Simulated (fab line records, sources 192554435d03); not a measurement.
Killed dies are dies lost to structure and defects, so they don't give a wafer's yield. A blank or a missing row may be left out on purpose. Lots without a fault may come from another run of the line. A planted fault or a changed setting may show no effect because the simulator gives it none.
Problem report in the 8D (eight disciplines) form, filled by code | flow n5_finfet | the parts of the form that need people (team, actions taken, sign-off) are left out

1. THE PROBLEM
etch_rf_on_time_s at N5_BEOL_M7_ETCH_61 reads a mean of 90.8 s on 3 wafers of 2 lots; wafers without a fault read 76.0 s with a standard deviation of 1.6. That is +9.3 standard deviations from the usual mean.
The step: etches SiARC in CF4, target depth 45.5 nm, time 75.8 s.
First seen on wafer L271.1, day 12 07:11, on rie_diel-01. The record holds 30 wafers of 11 lots with a number at this step. Rule for "out", or "out of limits": more than 4 standard deviations from the usual mean. The other wafers with a number count as sound.

2. WHAT IT IS AND WHAT IT IS NOT
question                    | is                     | is not
which readings at this step | etch_rf_on_time_s      | drypump_motor_current_A, mfc_ar_sccm, oes_product_au, rf_vpp_V, showerhead_plenum_p_Torr, throttle_valve_pct
which lots                  | L271, L274             | L256, L258, L259, L261, L263, L264, L277, L278, L279
which wafers of those lots  | L271.1, L271.6, L274.1 | L274.5
read on which tools         | rie_diel-01            | rie_diel-02, rie_diel-03
when                        | from day 12 07:11      | up to then (17 sound wafers); but 10 sound wafers of L274, L277, L278, L279 came after

3. SUSPECTS, AND WHAT RULES EACH OUT
Counting: a tool at a process step up to the reading stays a suspect if it ran every lot that is out. Sound lots after the first of them don't rule it out here, since some wafers of a struck lot are sound.
- rie_diel-01 at N5_BEOL_M7_ETCH_61 (etches SiARC in CF4, target depth 45.5 nm, time 75.8 s): kept. It ran every lot that is out, first L271 (day 12 07:11); its last sound lot up to then is L263 (day 10 10:30). Its own readings are out on those wafers: etch_rf_on_time_s.
Left after counting: rie_diel-01 at N5_BEOL_M7_ETCH_61.

4. THE CAUSE (what the simulator had put in)
Process parameter drift: rie_diel-01, from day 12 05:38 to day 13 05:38, at N5_BEOL_M7_ETCH_61. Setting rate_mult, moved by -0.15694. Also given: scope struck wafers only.
Counting left only this tool.

5. THE CHAIN OF EFFECTS, in route order
Each row: a reading whose mean over the struck wafers that have a number lies more than 3 standard deviations from the usual. Only readings for which the record gives a usual standard deviation are gone through. hours: the time from each lot's start at the first step in this table that gives one to its start at this step, as a median over the lots. sigmas: the change in usual standard deviations.
hours | step                    | reading           | usual  | on struck wafers | change | sigmas
0     | N5_BEOL_M7_ETCH_61      | etch_rf_on_time_s | 76.0 s | 90.8             | +14.8  | +9.3
88    | N5_PASSIVATION_PROBE_49 | sort_bin_8_speed  | 0.00 % | 0.11             | +0.11  | +3.8
The process steps in it:
- N5_BEOL_M7_ETCH_61: etches SiARC in CF4, target depth 45.5 nm, time 75.8 s.
- N5_PASSIVATION_PROBE_49

6. WHAT WOULD HAVE CAUGHT IT SOONER
In this record the first reading out of limits was taken at day 12 07:11, 2 hours after the fault began at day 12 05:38.
